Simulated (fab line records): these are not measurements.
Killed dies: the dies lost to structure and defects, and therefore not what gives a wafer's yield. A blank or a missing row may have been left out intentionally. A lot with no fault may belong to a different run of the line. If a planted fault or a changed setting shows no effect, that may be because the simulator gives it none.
Lot-split experiment -- flow n5 finfet -- 21 wafers read from 4 lots, route of 1938 steps

## ON THE SPLIT
At N5_MIM_BOT_ETCH_ETCH_04 (etches SiNx in CF4/O2, target depth 26 nm, time 13 s), the setting time s was moved away from the recipe's 13 s on 9 of the 21 wafers read, by +7.2% to +18.7%. This setting was run at the recipe's value on the other wafers.

The reading comes from the split's own step.

## THE READING
etch.depth nm (the simulator's own value, which no gauge read), in nm, at N5_MIM_BOT_ETCH_ETCH_04 (etches SiNx in CF4/O2, target depth 26 nm, time 13 s). The file does not state a usual value for it. Across the 12 wafers here that went through the recipe, the average is 25.62 nm and the standard deviation 0.74 nm.

wafer,"tool, chamber at the split","time s as run, s",against the recipe,"etch.depth nm, nm",against lot-mates on the recipe
L081.4,"rie diel-01, 1",13,recipe,25.21,-
L081.5,"rie diel-01, 1",13,recipe,25.24,-
L081.6,"rie diel-01, 2",13,recipe,25.96,-
L079.1,"rie diel-06, 2",13.94,+7.2%,26.41,+0.18
L079.2,"rie diel-06, 0",13,recipe,26.19,-
L079.3,"rie diel-06, 1",13,recipe,26.31,-
L079.4,"rie diel-06, 1",13.94,+7.2%,28.13,+1.90
L079.5,"rie diel-06, 2",13.94,+7.2%,26.44,+0.21
L079.6,"rie diel-06, 0",13,recipe,26.18,-
L089.1,"rie diel-01, 2",13,recipe,26.09,-
L089.2,"rie diel-01, 3",15.43,+18.7%,33.34,+7.61
L089.3,"rie diel-01, 1",13,recipe,24.99,-
L089.4,"rie diel-01, 2",13,recipe,26.12,-
L089.5,"rie diel-01, 3",15.43,+18.7%,33.5,+7.77
L089.6,"rie diel-01, 1",15.43,+18.7%,29.7,+3.97
L087.1,"rie diel-06, 1",15.27,+17.5%,30.62,+5.56
L087.2,"rie diel-06, 3",13,recipe,24.39,-
L087.3,"rie diel-06, 0",13,recipe,26.51,-
L087.4,"rie diel-06, 1",15.27,+17.5%,30.32,+5.26
L087.5,"rie diel-06, 3",13,recipe,24.29,-
L087.6,"rie diel-06, 0",15.27,+17.5%,30.86,+5.80

THE FIT
A straight line over all 21 wafers: etch.depth nm changes by +0.318 nm for each +1% of time s; r = +0.93; the points scatter about the line by 1.1 nm.
The same after taking each lot's own level away (the mean of its wafers on the recipe; 21 wafers): +0.328 nm for each +1%; r = +0.93; scatter 1.1 nm.
According to that fit, moving time s by its largest amount changes the reading by 6.1 nm.
The lots' own levels span 25.063 to 26.227 nm, that is 1.6 times the standard deviation above.
Hence the lot-to-lot level has little effect on the slope; both slopes agree.
Check: +5.59 nm against its lot-mates is what the line predicts for one of the wafers moved furthest among these (+18.7%) when that wafer is left out of the fit. It came out at +7.61 nm against them.

## OTHER SPLITS ON THESE WAFERS
Other splits were also applied to these wafers ahead of the reading. Each is held against what the fit with the lots' levels taken away leaves over:
other split on the same wafers,wafers away from the commonest value,r with etch.depth nm (lot level and that fit taken away)
N5_BEOL_M9_COAT_60 spin rpm,6,-0.16
N5_BEOL_M10_DEP_56 time s,6,+0.20
N5_BEOL_M11_COAT_05 spin rpm,6,-0.36
N5_BEOL_M12_COAT_04 spin rpm,6,-0.14
N5_BEOL_M12_PEB_08 peb time s,9,-0.32
N5_BEOL_M13_SPUTTER_43 time s,9,-0.27
N5_BEOL_M13_SPUTTER_44 power w,9,-0.21
N5_BEOL_M14_SPUTTER_44 power w,9,-0.17

## THE FILE'S OWN FIT
etch.depth nm changes by +0.315 nm for each +1% of time s, r = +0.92.
